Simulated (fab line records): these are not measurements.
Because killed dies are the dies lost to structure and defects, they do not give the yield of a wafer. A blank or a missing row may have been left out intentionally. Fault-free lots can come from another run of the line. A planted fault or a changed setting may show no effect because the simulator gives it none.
Chamber matching ; flow n5 finfet ; N5_BEOL_M0_SAQP_PECVD_97 on pecvd-01: 3 sister chambers
The step deposits SiNx from SiH4/NH3/N2, target thk 23 nm, time 19.9 s. 3 wafers are shown with their chamber, then 6 later ones without.

WAFERS, EACH WITH ITS CHAMBER
wafer;chamber;showerhead plenum p Torr (Torr)
L908.2;2;5.21
L908.3;1;5.05
L908.4;0;5.17

WAFERS WITHOUT THEIR CHAMBER
wafer;showerhead plenum p Torr (Torr)
L916.3;5.06
L916.5;5.06
L916.6;5.17
L918.1;5.05
L918.4;5.15
L918.6;5.04

WHICH CHAMBER EACH ONE RAN IN
wafer;from the rows above;in truth
L916.3;1;1
L916.5;1;1
L916.6;0;0
L918.1;1;1
L918.4;0;0
L918.6;1;1
Placed correctly: 6 of 6. Not placeable from these rows: 0. 0 placed wrongly.
How it was worked out, from the rows above alone: a wafer's distance from a chamber is the root of the sum, over the readings, of the square of ((its reading less the chamber's mean) divided by the reading's scatter). The wafer belongs to the nearest chamber; if the next one is less than 2 further off, it can't be placed. Each chamber's mean is taken over the wafers shown for it. The scatter: root of mean squared gap, hidden wafer to nearest shown wafer, with one shown wafer a chamber.
